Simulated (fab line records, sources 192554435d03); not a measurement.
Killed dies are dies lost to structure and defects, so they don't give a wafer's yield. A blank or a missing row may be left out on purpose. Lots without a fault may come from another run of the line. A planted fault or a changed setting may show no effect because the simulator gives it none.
Chamber matching | flow n5_finfet | N5_MOL_CONTACT_COAG_ETCH_105 on rie_diel-01: 3 sister chambers
The step etches SiARC in CF4, target depth 15.6 nm, time 26 s. 14 wafers are shown with their chamber, then 7 later ones without.

WAFERS WITH THEIR CHAMBER
wafer  | chamber | drypump_motor_current_A (A) | showerhead_plenum_p_Torr (Torr) | throttle_valve_pct (%)
L074.2 | 2       | 6.5                         | 2.19                            | 15.17
L074.4 | 1       | 5.1                         | 2.14                            | 15.49
L074.6 | 2       | 6.4                         | 2.19                            | 15.16
L076.3 | 2       | 6.4                         | 2.19                            | 15.17
L076.5 | 2       | 6.4                         | 2.19                            | 15.17
L076.6 | 1       | 5.1                         | 2.14                            | 15.50
L081.3 | 1       | 5.1                         | 2.14                            | 15.51
L081.5 | 2       | 6.5                         | 2.19                            | 15.20
L081.6 | 1       | 5.1                         | 2.14                            | 15.50
L084.3 | 1       | 5.1                         | 2.14                            | 15.53
L084.4 | 0       | 4.9                         | 2.08                            | 15.62
L084.5 | 0       | 4.9                         | 2.08                            | 15.63
L086.1 | 0       | 4.9                         | 2.07                            | 15.68
L086.3 | 1       | 5.1                         | 2.14                            | 15.53

SIGNATURES (means of the wafers above)
reading                  | chamber 0 | chamber 1 | chamber 2 | scatter within a chamber
drypump_motor_current_A  | 4.900     | 5.100     | 6.440     | 0.033
showerhead_plenum_p_Torr | 2.0767    | 2.1400    | 2.1900    | 0.00246
throttle_valve_pct       | 15.6433   | 15.5100   | 15.1740   | 0.02
Rule: a wafer's distance from a chamber is the root of the sum, over the readings, of the square of ((its reading less the chamber's mean) divided by the reading's scatter). The wafer belongs to the nearest chamber; if the next one is less than 2 further off, it can't be placed. The scatter: the root of (the sum of the squares of (reading less its chamber's mean) over the shown wafers, divided by (wafers less chambers)).

WAFERS WITHOUT THEIR CHAMBER
wafer  | drypump_motor_current_A (A) | showerhead_plenum_p_Torr (Torr) | throttle_valve_pct (%)
L086.5 | 6.4                         | 2.18                            | 15.20
L087.1 | 6.5                         | 2.18                            | 15.23
L087.3 | 5.1                         | 2.13                            | 15.54
L087.6 | 4.9                         | 2.07                            | 15.64
L095.1 | 6.4                         | 2.17                            | 15.27
L095.4 | 5.1                         | 2.13                            | 15.57
L095.5 | 5.1                         | 2.13                            | 15.58

WHICH CHAMBER EACH WENT THROUGH
wafer  | from the rows above | in truth
L086.5 | 2                   | 2
L087.1 | 2                   | 2
L087.3 | 1                   | 1
L087.6 | 0                   | 0
L095.1 | 2                   | 2
L095.4 | 1                   | 1
L095.5 | 1                   | 1
Placed correctly: 7 of 7. Can't be placed from these rows: 0. Placed wrongly: 0.
